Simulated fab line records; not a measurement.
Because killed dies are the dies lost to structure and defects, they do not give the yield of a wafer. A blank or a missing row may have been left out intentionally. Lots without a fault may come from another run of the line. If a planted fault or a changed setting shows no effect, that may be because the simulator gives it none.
fab line records || flow nand-harc || part 2 of 2: steps 30 to 38 of 38
record {"lots": 5, "wafers": 15, "last-day": 30}
route steps=1302 shown P_M1@305 P_M2@318
lots with no fault: from the same line, run without faults
start-h: hours from the record's opening day to when the first of the lot's shown wafers began || wait-h: hours from the lot's prior step to this one || " unchanged from the row above || L1.1+2: a single row standing in for several wafers || - no value, or no start given || * or withheld: withheld || < > ~ a bound
route shown NAME@n: NAME is a module with steps in the file, n the number in the route of the first one || usual: mean and standard deviation over wafers with no fault || same: alike in all rows || chamber/n: place in a boat || sites: readings site by site || _std_site: the values' standard deviation || _edge_site: the outer-site mean with the inner-site mean subtracted || radius-mm: for every site, how far away it sits from the centre of the wafer || mask NAME#n: copy n || behind: the most recent tool/chamber to have shaped the wafer || hold: the reason the lot was held/the length of the hold in hours/how it ended || device: whichever transistor did not switch (one of n, p or np) || end of line: the tests these same wafers got at the end of their route || a step given without rows: its recipe and nothing more || killed: dies lost to structure and defects at the first sort, not the wafer's yield || map: a wafer's dies, marking killed ones x, the rest . and places with no die _
set.NAME: the run value of the setting; set.NAME@STEP: its run value at that earlier step || model.NAME: the simulator's own value behind a step, which no gauge read
lots seen at some steps along the route; tables by step, rows by wafer
services: when a tool's chamber went out of use (start-h, in hours from the record's first day, below 0 if earlier), for how many hours, and the reason
## steps
# step NHARC_P_M2_STRIP_18
# recipe {"power-w": 1000, "n2-flow-sccm": 150, "h2-flow-sccm": 150, "ar-flow-sccm": 0, "bias-w": 0, "chemistry": "N2/H2"}
# usual {"drypump-motor-current-A": "5.4/0.48", "oes-product-au": "0.997/0.012", "rf-vpp-V": "91.0/0.97", "showerhead-plenum-p-Torr": "2.08/0.096", "throttle-valve-pct": "14.172/0.0088"}
{"lot.wafer": "L075.4", "tool": "rie-diel-01", "chamber": 1, "start-h": 143.04, "wait-h": 0.1, "drypump-motor-current-A": 5.7, "oes-product-au": 1.016, "rf-hours-counter-h": 7, "rf-vpp-V": 90.3, "showerhead-plenum-p-Torr": 1.95, "throttle-valve-pct": 14.166}
{"lot.wafer": "L075.3", "tool": "rie-diel-01", "chamber": 2, "start-h": 143.04, "wait-h": 0.1, "drypump-motor-current-A": 5.9, "oes-product-au": 0.994, "rf-hours-counter-h": 7, "rf-vpp-V": 91.1, "showerhead-plenum-p-Torr": 2.16, "throttle-valve-pct": 14.174}
{"lot.wafer": "L075.6", "tool": "rie-diel-01", "chamber": 0, "start-h": 143.04, "wait-h": 0.1, "drypump-motor-current-A": 5.0, "oes-product-au": 1.000, "rf-hours-counter-h": "-", "rf-vpp-V": 91.4, "showerhead-plenum-p-Torr": 2.01, "throttle-valve-pct": 14.175}
{"lot.wafer": "L077.3", "tool": "rie-diel-01", "chamber": 2, "start-h": 166.10, "wait-h": 0.1, "drypump-motor-current-A": 6.0, "oes-product-au": 0.992, "rf-hours-counter-h": 7, "rf-vpp-V": 90.6, "showerhead-plenum-p-Torr": 2.16, "throttle-valve-pct": 14.173}
{"lot.wafer": "L077.4", "tool": "rie-diel-01", "chamber": 1, "start-h": 166.10, "wait-h": 0.1, "drypump-motor-current-A": 5.7, "oes-product-au": 1.006, "rf-hours-counter-h": 8, "rf-vpp-V": 90.1, "showerhead-plenum-p-Torr": 1.95, "throttle-valve-pct": 14.172}
{"lot.wafer": "L077.5", "tool": "rie-diel-01", "chamber": 3, "start-h": 166.10, "wait-h": 0.1, "drypump-motor-current-A": 4.8, "oes-product-au": 1.004, "rf-hours-counter-h": "-", "rf-vpp-V": 90.6, "showerhead-plenum-p-Torr": 2.15, "throttle-valve-pct": 14.174}
{"lot.wafer": "L080.3", "tool": "rie-diel-13", "chamber": 3, "start-h": 190.02, "wait-h": 0.1, "drypump-motor-current-A": 5.0, "oes-product-au": 1.001, "rf-hours-counter-h": 0, "rf-vpp-V": 89.8, "showerhead-plenum-p-Torr": 1.97, "throttle-valve-pct": 14.169}
{"lot.wafer": "L080.1", "tool": "rie-diel-13", "chamber": 0, "start-h": 190.02, "wait-h": 0.1, "drypump-motor-current-A": 5.7, "oes-product-au": 0.974, "rf-hours-counter-h": 0, "rf-vpp-V": 93.9, "showerhead-plenum-p-Torr": 2.18, "throttle-valve-pct": 14.183}
{"lot.wafer": "L080.6", "tool": "rie-diel-13", "chamber": 2, "start-h": 190.02, "wait-h": 0.1, "drypump-motor-current-A": 5.2, "oes-product-au": 0.986, "rf-hours-counter-h": "-", "rf-vpp-V": 92.4, "showerhead-plenum-p-Torr": 2.21, "throttle-valve-pct": 14.173}
{"lot.wafer": "L087.1", "tool": "rie-diel-13", "chamber": 1, "start-h": 270.84, "wait-h": 0.1, "drypump-motor-current-A": 5.8, "oes-product-au": 0.966, "rf-hours-counter-h": 6, "rf-vpp-V": 90.8, "showerhead-plenum-p-Torr": 1.95, "throttle-valve-pct": 14.168}
{"lot.wafer": "L087.2", "tool": "rie-diel-13", "chamber": 0, "start-h": 270.84, "wait-h": 0.1, "drypump-motor-current-A": 5.7, "oes-product-au": 0.976, "rf-hours-counter-h": 6, "rf-vpp-V": 91.2, "showerhead-plenum-p-Torr": 2.18, "throttle-valve-pct": 14.168}
{"lot.wafer": "L087.5", "tool": "rie-diel-13", "chamber": 2, "start-h": 270.84, "wait-h": 0.1, "drypump-motor-current-A": 5.2, "oes-product-au": 0.992, "rf-hours-counter-h": "-", "rf-vpp-V": 91.2, "showerhead-plenum-p-Torr": 2.20, "throttle-valve-pct": 14.164}
{"lot.wafer": "L088.2", "tool": "rie-diel-01", "chamber": 0, "start-h": 272.71, "wait-h": 0.1, "drypump-motor-current-A": 4.9, "oes-product-au": 0.995, "rf-hours-counter-h": 2, "rf-vpp-V": 91.7, "showerhead-plenum-p-Torr": 2.01, "throttle-valve-pct": 14.173}
{"lot.wafer": "L088.4", "tool": "rie-diel-01", "chamber": 2, "start-h": 272.71, "wait-h": 0.1, "drypump-motor-current-A": 5.9, "oes-product-au": 0.999, "rf-hours-counter-h": 3, "rf-vpp-V": 91.4, "showerhead-plenum-p-Torr": 2.16, "throttle-valve-pct": 14.169}
{"lot.wafer": "L088.5", "tool": "rie-diel-01", "chamber": 0, "start-h": 272.71, "wait-h": 0.1, "drypump-motor-current-A": 4.9, "oes-product-au": 1.002, "rf-hours-counter-h": "-", "rf-vpp-V": 90.7, "showerhead-plenum-p-Torr": 2.01, "throttle-valve-pct": 14.144}
# step NHARC_P_M2_ETCH_28
# recipe {"target-depth-a": 300, "over-etch-frac": 0.3, "time-s": 72.99, "ion-energy-ev": 150, "cf4-flow-sccm": 50, "n2-flow-sccm": 100, "ar-flow-sccm": 150, "rf-w": 300, "bias-w": 100, "chemistry": "CF4/N2"}
# usual {"drypump-motor-current-A": "5.4/0.47", "oes-product-au": "0.997/0.013", "rf-vpp-V": "314.7/1.9", "showerhead-plenum-p-Torr": "2.66/0.12", "throttle-valve-pct": "19.794/0.0088"}
{"lot.wafer": "L075.4", "tool": "rie-diel-01", "chamber": 1, "start-h": "-", "wait-h": "-", "drypump-motor-current-A": 5.7, "oes-product-au": 1.014, "rf-hours-counter-h": 7, "rf-vpp-V": 313.0, "showerhead-plenum-p-Torr": 2.52, "throttle-valve-pct": 19.783}
{"lot.wafer": "L075.3", "tool": "rie-diel-01", "chamber": 2, "start-h": "-", "wait-h": "-", "drypump-motor-current-A": 5.9, "oes-product-au": 0.997, "rf-hours-counter-h": 7, "rf-vpp-V": 314.9, "showerhead-plenum-p-Torr": 2.76, "throttle-valve-pct": 19.782}
{"lot.wafer": "L075.6", "tool": "rie-diel-01", "chamber": 0, "start-h": "-", "wait-h": "-", "drypump-motor-current-A": 4.9, "oes-product-au": 1.014, "rf-hours-counter-h": "-", "rf-vpp-V": 314.8, "showerhead-plenum-p-Torr": 2.59, "throttle-valve-pct": 19.780}
{"lot.wafer": "L077.3", "tool": "rie-diel-01", "chamber": 1, "start-h": "-", "wait-h": "-", "drypump-motor-current-A": 5.7, "oes-product-au": 1.004, "rf-hours-counter-h": 8, "rf-vpp-V": 312.1, "showerhead-plenum-p-Torr": 2.52, "throttle-valve-pct": 19.801}
{"lot.wafer": "L077.4", "tool": "rie-diel-01", "chamber": 2, "start-h": "-", "wait-h": "-", "drypump-motor-current-A": 5.9, "oes-product-au": 0.996, "rf-hours-counter-h": 8, "rf-vpp-V": 316.9, "showerhead-plenum-p-Torr": 2.76, "throttle-valve-pct": 19.795}
{"lot.wafer": "L077.5", "tool": "rie-diel-01", "chamber": 3, "start-h": "-", "wait-h": "-", "drypump-motor-current-A": 4.8, "oes-product-au": 1.003, "rf-hours-counter-h": "-", "rf-vpp-V": 316.4, "showerhead-plenum-p-Torr": 2.76, "throttle-valve-pct": 19.794}
{"lot.wafer": "L080.1", "tool": "rie-diel-13", "chamber": 0, "start-h": "-", "wait-h": "-", "drypump-motor-current-A": 5.7, "oes-product-au": 0.978, "rf-hours-counter-h": 0, "rf-vpp-V": 315.3, "showerhead-plenum-p-Torr": 2.79, "throttle-valve-pct": 19.793}
{"lot.wafer": "L080.3", "tool": "rie-diel-13", "chamber": 1, "start-h": "-", "wait-h": "-", "drypump-motor-current-A": 5.8, "oes-product-au": 0.970, "rf-hours-counter-h": 0, "rf-vpp-V": 312.2, "showerhead-plenum-p-Torr": 2.52, "throttle-valve-pct": 19.791}
{"lot.wafer": "L080.6", "tool": "rie-diel-13", "chamber": 0, "start-h": "-", "wait-h": "-", "drypump-motor-current-A": 5.7, "oes-product-au": 0.982, "rf-hours-counter-h": "-", "rf-vpp-V": 315.4, "showerhead-plenum-p-Torr": 2.79, "throttle-valve-pct": 19.800}
{"lot.wafer": "L087.1", "tool": "rie-diel-13", "chamber": 0, "start-h": "-", "wait-h": "-", "drypump-motor-current-A": 5.7, "oes-product-au": 0.989, "rf-hours-counter-h": 6, "rf-vpp-V": 315.6, "showerhead-plenum-p-Torr": 2.79, "throttle-valve-pct": 19.786}
{"lot.wafer": "L087.2", "tool": "rie-diel-13", "chamber": 2, "start-h": "-", "wait-h": "-", "drypump-motor-current-A": 5.2, "oes-product-au": 0.995, "rf-hours-counter-h": 6, "rf-vpp-V": 317.9, "showerhead-plenum-p-Torr": 2.82, "throttle-valve-pct": 19.802}
{"lot.wafer": "L087.5", "tool": "rie-diel-13", "chamber": 0, "start-h": "-", "wait-h": "-", "drypump-motor-current-A": 5.6, "oes-product-au": 0.985, "rf-hours-counter-h": "-", "rf-vpp-V": 315.3, "showerhead-plenum-p-Torr": 2.79, "throttle-valve-pct": 19.784}
{"lot.wafer": "L088.2", "tool": "rie-diel-01", "chamber": 2, "start-h": "-", "wait-h": "-", "drypump-motor-current-A": 5.9, "oes-product-au": 0.998, "rf-hours-counter-h": 3, "rf-vpp-V": 317.0, "showerhead-plenum-p-Torr": 2.76, "throttle-valve-pct": 19.792}
{"lot.wafer": "L088.4", "tool": "rie-diel-01", "chamber": 1, "start-h": "-", "wait-h": "-", "drypump-motor-current-A": 5.7, "oes-product-au": 1.008, "rf-hours-counter-h": 2, "rf-vpp-V": 312.3, "showerhead-plenum-p-Torr": 2.52, "throttle-valve-pct": 19.799}
{"lot.wafer": "L088.5", "tool": "rie-diel-01", "chamber": 2, "start-h": "-", "wait-h": "-", "drypump-motor-current-A": 5.9, "oes-product-au": 0.996, "rf-hours-counter-h": "-", "rf-vpp-V": 316.4, "showerhead-plenum-p-Torr": 2.76, "throttle-valve-pct": 19.795}
# step NHARC_P_M2_STRIP_19
# recipe {"time-s": 600, "temp-c": 30, "chemistry": "post-etch-residue-remover"}
{"lot.wafer": "L075.4+6+3", "tool": "wet-bench-10", "chamber": "1,2,5", "start-h": 143.36, "wait-h": "-"}
{"lot.wafer": "L077.3+5+4", "tool": "wet-bench-08", "chamber": "1,3,5", "start-h": 166.48, "wait-h": "-"}
{"lot.wafer": "L080.1+3+6", "tool": "wet-bench-08", "chamber": "6,1,2", "start-h": 190.34, "wait-h": "-"}
{"lot.wafer": "L087.5+2+1", "tool": "wet-bench-10", "chamber": "7,1,2", "start-h": 271.23, "wait-h": "-"}
{"lot.wafer": "L088.4+2+5", "tool": "wet-bench-10", "chamber": "6,7,2", "start-h": 273.12, "wait-h": "-"}
# step NHARC_P_M2_DEGAS_29
# recipe {"temp-c": 250, "time-s": 60}
# usual {"heater-power-w": "332/26"}
{"lot.wafer": "L075.4", "tool": "pvd-sputter-02", "chamber": "-", "start-h": 143.63, "wait-h": "-", "heater-power-w": 347}
{"lot.wafer": "L075.3", "tool": "pvd-sputter-02", "chamber": "-", "start-h": 143.63, "wait-h": "-", "heater-power-w": 303}
{"lot.wafer": "L075.6", "tool": "pvd-sputter-02", "chamber": "-", "start-h": 143.63, "wait-h": "-", "heater-power-w": 360}
{"lot.wafer": "L077.4", "tool": "pvd-sputter-01", "chamber": "-", "start-h": 166.74, "wait-h": "-", "heater-power-w": 332}
{"lot.wafer": "L077.3", "tool": "pvd-sputter-01", "chamber": "-", "start-h": 166.74, "wait-h": "-", "heater-power-w": 285}
{"lot.wafer": "L077.5", "tool": "pvd-sputter-01", "chamber": "-", "start-h": 166.74, "wait-h": "-", "heater-power-w": 339}
{"lot.wafer": "L080.3", "tool": "pvd-sputter-02", "chamber": "-", "start-h": 190.62, "wait-h": "-", "heater-power-w": 303}
{"lot.wafer": "L080.1", "tool": "pvd-sputter-02", "chamber": "-", "start-h": 190.62, "wait-h": "-", "heater-power-w": 304}
{"lot.wafer": "L080.6", "tool": "pvd-sputter-02", "chamber": "-", "start-h": 190.62, "wait-h": "-", "heater-power-w": 368}
{"lot.wafer": "L087.1", "tool": "pvd-sputter-01", "chamber": "-", "start-h": 271.54, "wait-h": "-", "heater-power-w": 314}
{"lot.wafer": "L087.2", "tool": "pvd-sputter-01", "chamber": "-", "start-h": 271.54, "wait-h": "-", "heater-power-w": 359}
{"lot.wafer": "L087.5", "tool": "pvd-sputter-01", "chamber": "-", "start-h": 271.54, "wait-h": "-", "heater-power-w": 311}
{"lot.wafer": "L088.4", "tool": "pvd-sputter-01", "chamber": "-", "start-h": 273.43, "wait-h": "-", "heater-power-w": 323}
{"lot.wafer": "L088.2", "tool": "pvd-sputter-01", "chamber": "-", "start-h": 273.43, "wait-h": "-", "heater-power-w": 317}
{"lot.wafer": "L088.5", "tool": "pvd-sputter-01", "chamber": "-", "start-h": 273.43, "wait-h": "-", "heater-power-w": 320}
# step NHARC_P_M2_PRE_CLEAN_30
# recipe {"time-s": 30, "temp-c": 280, "gas": "H2/He"}
# usual {"heater-power-w": "405/32"}
{"lot.wafer": "L075.3", "tool": "pvd-sputter-02", "chamber": "-", "start-h": "-", "wait-h": "-", "heater-power-w": 411}
{"lot.wafer": "L075.4", "tool": "pvd-sputter-02", "chamber": "-", "start-h": "-", "wait-h": "-", "heater-power-w": 442}
{"lot.wafer": "L075.6", "tool": "pvd-sputter-02", "chamber": "-", "start-h": "-", "wait-h": "-", "heater-power-w": 368}
{"lot.wafer": "L077.4", "tool": "pvd-sputter-01", "chamber": "-", "start-h": "-", "wait-h": "-", "heater-power-w": 408}
{"lot.wafer": "L077.3", "tool": "pvd-sputter-01", "chamber": "-", "start-h": "-", "wait-h": "-", "heater-power-w": 411}
{"lot.wafer": "L077.5", "tool": "pvd-sputter-01", "chamber": "-", "start-h": "-", "wait-h": "-", "heater-power-w": 410}
{"lot.wafer": "L080.3", "tool": "pvd-sputter-02", "chamber": "-", "start-h": "-", "wait-h": "-", "heater-power-w": 371}
{"lot.wafer": "L080.1", "tool": "pvd-sputter-02", "chamber": "-", "start-h": "-", "wait-h": "-", "heater-power-w": 462}
{"lot.wafer": "L080.6", "tool": "pvd-sputter-02", "chamber": "-", "start-h": "-", "wait-h": "-", "heater-power-w": 367}
{"lot.wafer": "L087.1", "tool": "pvd-sputter-01", "chamber": "-", "start-h": "-", "wait-h": "-", "heater-power-w": 391}
{"lot.wafer": "L087.2", "tool": "pvd-sputter-01", "chamber": "-", "start-h": "-", "wait-h": "-", "heater-power-w": 352}
{"lot.wafer": "L087.5", "tool": "pvd-sputter-01", "chamber": "-", "start-h": "-", "wait-h": "-", "heater-power-w": 387}
{"lot.wafer": "L088.2", "tool": "pvd-sputter-01", "chamber": "-", "start-h": "-", "wait-h": "-", "heater-power-w": 390}
{"lot.wafer": "L088.4", "tool": "pvd-sputter-01", "chamber": "-", "start-h": "-", "wait-h": "-", "heater-power-w": 434}
{"lot.wafer": "L088.5", "tool": "pvd-sputter-01", "chamber": "-", "start-h": "-", "wait-h": "-", "heater-power-w": 348}
# step NHARC_P_M2_PVD_20
# recipe {"target-thk-a": 50, "bias-v": 168.6, "power-w": 15000, "chamber-pressure-pa": 0.12, "time-s": 8.06, "substrate-temp-c": 50, "material": "TaN"}
# usual {"bias-v": "168.6/1.7", "chamber-pressure-pa": "0.12001/0.00022", "throttle-valve-pct": "30.5/0.96"}
{"lot.wafer": "L075.4", "tool": "pvd-sputter-02", "chamber": "-", "start-h": "-", "wait-h": "-", "bias-v": 169.7, "chamber-pressure-pa": 0.12006, "throttle-valve-pct": 32.4}
{"lot.wafer": "L075.3", "tool": "pvd-sputter-02", "chamber": "-", "start-h": "-", "wait-h": "-", "bias-v": 167.6, "chamber-pressure-pa": 0.11997, "throttle-valve-pct": 31.3}
{"lot.wafer": "L075.6", "tool": "pvd-sputter-02", "chamber": "-", "start-h": "-", "wait-h": "-", "bias-v": 169.4, "chamber-pressure-pa": 0.12015, "throttle-valve-pct": 30.7}
{"lot.wafer": "L077.4", "tool": "pvd-sputter-01", "chamber": "-", "start-h": "-", "wait-h": "-", "bias-v": 168.7, "chamber-pressure-pa": 0.11961, "throttle-valve-pct": 29.9}
{"lot.wafer": "L077.3", "tool": "pvd-sputter-01", "chamber": "-", "start-h": "-", "wait-h": "-", "bias-v": 167.5, "chamber-pressure-pa": 0.11995, "throttle-valve-pct": 30.6}
{"lot.wafer": "L077.5", "tool": "pvd-sputter-01", "chamber": "-", "start-h": "-", "wait-h": "-", "bias-v": 170.3, "chamber-pressure-pa": 0.11976, "throttle-valve-pct": 30.3}
{"lot.wafer": "L080.3", "tool": "pvd-sputter-02", "chamber": "-", "start-h": "-", "wait-h": "-", "bias-v": 169.9, "chamber-pressure-pa": 0.11972, "throttle-valve-pct": 29.7}
{"lot.wafer": "L080.1", "tool": "pvd-sputter-02", "chamber": "-", "start-h": "-", "wait-h": "-", "bias-v": 170.4, "chamber-pressure-pa": 0.12, "throttle-valve-pct": 31.2}
{"lot.wafer": "L080.6", "tool": "pvd-sputter-02", "chamber": "-", "start-h": "-", "wait-h": "-", "bias-v": 170.0, "chamber-pressure-pa": 0.11963, "throttle-valve-pct": 29.7}
{"lot.wafer": "L087.2", "tool": "pvd-sputter-01", "chamber": "-", "start-h": "-", "wait-h": "-", "bias-v": 168.3, "chamber-pressure-pa": 0.11979, "throttle-valve-pct": 30.7}
{"lot.wafer": "L087.1", "tool": "pvd-sputter-01", "chamber": "-", "start-h": "-", "wait-h": "-", "bias-v": 168.0, "chamber-pressure-pa": 0.11989, "throttle-valve-pct": 32.0}
{"lot.wafer": "L087.5", "tool": "pvd-sputter-01", "chamber": "-", "start-h": "-", "wait-h": "-", "bias-v": 167.0, "chamber-pressure-pa": 0.11986, "throttle-valve-pct": 30.5}
{"lot.wafer": "L088.2", "tool": "pvd-sputter-01", "chamber": "-", "start-h": "-", "wait-h": "-", "bias-v": 167.5, "chamber-pressure-pa": 0.12024, "throttle-valve-pct": 30.7}
{"lot.wafer": "L088.4", "tool": "pvd-sputter-01", "chamber": "-", "start-h": "-", "wait-h": "-", "bias-v": 167.1, "chamber-pressure-pa": 0.1198, "throttle-valve-pct": 29.1}
{"lot.wafer": "L088.5", "tool": "pvd-sputter-01", "chamber": "-", "start-h": "-", "wait-h": "-", "bias-v": 166.5, "chamber-pressure-pa": 0.12017, "throttle-valve-pct": 30.7}
# step NHARC_P_M2_PVD_21
# recipe {"target-thk-a": 300, "chamber-pressure-pa": 5, "power-w": 5000, "substrate-temp-c": 30, "time-s": 20.49, "material": "Cu"}
# usual {"chamber-pressure-pa": "5.002/0.011", "throttle-valve-pct": "30.5/0.97"}
{"lot.wafer": "L075.4", "tool": "pvd-sputter-02", "chamber": "-", "start-h": "-", "wait-h": "-", "chamber-pressure-pa": 5.016, "throttle-valve-pct": 30.6}
{"lot.wafer": "L075.3", "tool": "pvd-sputter-02", "chamber": "-", "start-h": "-", "wait-h": "-", "chamber-pressure-pa": 5.019, "throttle-valve-pct": 30.0}
{"lot.wafer": "L075.6", "tool": "pvd-sputter-02", "chamber": "-", "start-h": "-", "wait-h": "-", "chamber-pressure-pa": 5.006, "throttle-valve-pct": 30.4}
{"lot.wafer": "L077.4", "tool": "pvd-sputter-01", "chamber": "-", "start-h": "-", "wait-h": "-", "chamber-pressure-pa": 5.010, "throttle-valve-pct": 30.3}
{"lot.wafer": "L077.3", "tool": "pvd-sputter-01", "chamber": "-", "start-h": "-", "wait-h": "-", "chamber-pressure-pa": 5.004, "throttle-valve-pct": 31.0}
{"lot.wafer": "L077.5", "tool": "pvd-sputter-01", "chamber": "-", "start-h": "-", "wait-h": "-", "chamber-pressure-pa": 5.009, "throttle-valve-pct": 31.0}
{"lot.wafer": "L080.1", "tool": "pvd-sputter-02", "chamber": "-", "start-h": "-", "wait-h": "-", "chamber-pressure-pa": 4.979, "throttle-valve-pct": 30.7}
{"lot.wafer": "L080.3", "tool": "pvd-sputter-02", "chamber": "-", "start-h": "-", "wait-h": "-", "chamber-pressure-pa": 5.003, "throttle-valve-pct": 32.3}
{"lot.wafer": "L080.6", "tool": "pvd-sputter-02", "chamber": "-", "start-h": "-", "wait-h": "-", "chamber-pressure-pa": 5.013, "throttle-valve-pct": 30.5}
{"lot.wafer": "L087.1", "tool": "pvd-sputter-01", "chamber": "-", "start-h": "-", "wait-h": "-", "chamber-pressure-pa": 4.992, "throttle-valve-pct": 29.2}
{"lot.wafer": "L087.2", "tool": "pvd-sputter-01", "chamber": "-", "start-h": "-", "wait-h": "-", "chamber-pressure-pa": 5.007, "throttle-valve-pct": 30.8}
{"lot.wafer": "L087.5", "tool": "pvd-sputter-01", "chamber": "-", "start-h": "-", "wait-h": "-", "chamber-pressure-pa": 5.013, "throttle-valve-pct": 30.6}
{"lot.wafer": "L088.2", "tool": "pvd-sputter-01", "chamber": "-", "start-h": "-", "wait-h": "-", "chamber-pressure-pa": 5.005, "throttle-valve-pct": 29.4}
{"lot.wafer": "L088.4", "tool": "pvd-sputter-01", "chamber": "-", "start-h": "-", "wait-h": "-", "chamber-pressure-pa": 5.009, "throttle-valve-pct": 30.6}
{"lot.wafer": "L088.5", "tool": "pvd-sputter-01", "chamber": "-", "start-h": "-", "wait-h": "-", "chamber-pressure-pa": 4.982, "throttle-valve-pct": 31.6}
# step NHARC_P_M2_ECD_22
# recipe {"target-thk-a": 4000, "bath-temp-c": 25, "material": "Cu"}
{"lot.wafer": "L075.4+3+6", "tool": "ecd-cu-01", "chamber": "1,0,1", "start-h": 144.09, "wait-h": "-"}
{"lot.wafer": "L077.4+3+5", "tool": "ecd-cu-02", "chamber": "0,1,0", "start-h": 167.41, "wait-h": "-"}
{"lot.wafer": "L080.1+3+6", "tool": "ecd-cu-02", "chamber": "0,0,1", "start-h": 193.23, "wait-h": "-"}
{"lot.wafer": "L087.1+2+5", "tool": "ecd-cu-02", "chamber": "0,1,1", "start-h": 271.90, "wait-h": "-"}
{"lot.wafer": "L088.2+4+5", "tool": "ecd-cu-01", "chamber": "1,1,0", "start-h": 273.79, "wait-h": "-"}
# step NHARC_P_M2_ANNEAL_31
# recipe {"temp-c": 225, "time-s": 90}
# usual {"wafer_temp_C_max": "225.87/0.27"}
{"lot.wafer": "L075.3", "tool": "rtp-anneal-01", "chamber": 0, "start-h": 144.47, "wait-h": 0.3, "wafer_temp_C_max": 225.75}
{"lot.wafer": "L075.4", "tool": "rtp-anneal-01", "chamber": 0, "start-h": 144.47, "wait-h": 0.3, "wafer_temp_C_max": 226.16}
{"lot.wafer": "L075.6", "tool": "rtp-anneal-01", "chamber": 0, "start-h": 144.47, "wait-h": 0.3, "wafer_temp_C_max": 225.88}
{"lot.wafer": "L077.3", "tool": "rtp-anneal-01", "chamber": 0, "start-h": 167.81, "wait-h": "-", "wafer_temp_C_max": 225.97}
{"lot.wafer": "L077.4", "tool": "rtp-anneal-01", "chamber": 0, "start-h": 167.81, "wait-h": "-", "wafer_temp_C_max": 226.10}
{"lot.wafer": "L077.5", "tool": "rtp-anneal-01", "chamber": 0, "start-h": 167.81, "wait-h": "-", "wafer_temp_C_max": 225.83}
{"lot.wafer": "L080.1", "tool": "rtp-anneal-02", "chamber": 0, "start-h": 193.56, "wait-h": 0.3, "wafer_temp_C_max": 225.95}
{"lot.wafer": "L080.3", "tool": "rtp-anneal-02", "chamber": 0, "start-h": 193.56, "wait-h": 0.3, "wafer_temp_C_max": 225.95}
{"lot.wafer": "L080.6", "tool": "rtp-anneal-02", "chamber": 0, "start-h": 193.56, "wait-h": 0.3, "wafer_temp_C_max": 226.41}
{"lot.wafer": "L087.1", "tool": "rtp-anneal-02", "chamber": 0, "start-h": 272.28, "wait-h": 0.3, "wafer_temp_C_max": 225.82}
{"lot.wafer": "L087.2", "tool": "rtp-anneal-02", "chamber": 0, "start-h": 272.28, "wait-h": 0.3, "wafer_temp_C_max": 225.48}
{"lot.wafer": "L087.5", "tool": "rtp-anneal-02", "chamber": 0, "start-h": 272.28, "wait-h": 0.3, "wafer_temp_C_max": 225.85}
{"lot.wafer": "L088.2", "tool": "rtp-anneal-01", "chamber": 0, "start-h": 274.22, "wait-h": "-", "wafer_temp_C_max": 226.43}
{"lot.wafer": "L088.4", "tool": "rtp-anneal-01", "chamber": 0, "start-h": 274.22, "wait-h": "-", "wafer_temp_C_max": 225.85}
{"lot.wafer": "L088.5", "tool": "rtp-anneal-01", "chamber": 0, "start-h": 274.22, "wait-h": "-", "wafer_temp_C_max": 225.87}
## services
{"tool": "wet-bench-08", "chamber": "-", "start-h": 118.40, "hours": 8.0, "kind": "pm"}
{"tool": "pvd-sputter-02", "chamber": "-", "start-h": 122.23, "hours": 10.0, "kind": "pm"}
{"tool": "pecvd-01", "chamber": "-", "start-h": 130.00, "hours": 13.0, "kind": "pm"}
{"tool": "wet-bench-10", "chamber": "-", "start-h": 135.22, "hours": 8.0, "kind": "pm"}
{"tool": "pecvd-04", "chamber": 2, "start-h": 144.69, "hours": 6.3, "kind": "repair"}
{"tool": "pvd-sputter-03", "chamber": "-", "start-h": 146.82, "hours": 1.5, "kind": "repair"}
{"tool": "litho-track-01", "chamber": "-", "start-h": 155.00, "hours": 7.0, "kind": "pm"}
{"tool": "ecd-cu-01", "chamber": "-", "start-h": 160.00, "hours": 8.0, "kind": "pm"}
{"tool": "rie-diel-13", "chamber": "-", "start-h": 165.00, "hours": 9.0, "kind": "pm"}
{"tool": "pvd-sputter-03", "chamber": "-", "start-h": 170.00, "hours": 10.0, "kind": "pm"}
{"tool": "litho-track-06", "chamber": "-", "start-h": 179.00, "hours": 7.0, "kind": "pm"}
{"tool": "ecd-cu-01", "chamber": "-", "start-h": 186.14, "hours": 2.1, "kind": "repair"}
{"tool": "ecd-cu-01", "chamber": "-", "start-h": 190.55, "hours": 3.2, "kind": "repair"}
{"tool": "pecvd-01", "chamber": 1, "start-h": 195.39, "hours": 5.7, "kind": "repair"}
{"tool": "ecd-cu-02", "chamber": "-", "start-h": 199.72, "hours": 1.4, "kind": "repair"}
{"tool": "litho-track-04", "chamber": "-", "start-h": 203.00, "hours": 7.0, "kind": "pm"}
{"tool": "rie-diel-13", "chamber": "-", "start-h": 203.11, "hours": 0.3, "kind": "repair"}
{"tool": "rie-diel-01", "chamber": "-", "start-h": 203.80, "hours": 9.0, "kind": "pm"}
{"tool": "ecd-cu-02", "chamber": "-", "start-h": 216.61, "hours": 5.5, "kind": "repair"}
{"tool": "pvd-sputter-01", "chamber": "-", "start-h": 226.03, "hours": 10.0, "kind": "pm"}
{"tool": "wet-bench-10", "chamber": "-", "start-h": 237.69, "hours": 5.0, "kind": "repair"}
{"tool": "ecd-cu-02", "chamber": "-", "start-h": 249.09, "hours": 8.0, "kind": "pm"}
{"tool": "rie-diel-01", "chamber": 1, "start-h": 256.12, "hours": 4.8, "kind": "repair"}
{"tool": "pecvd-04", "chamber": "-", "start-h": 269.27, "hours": 13.0, "kind": "pm"}
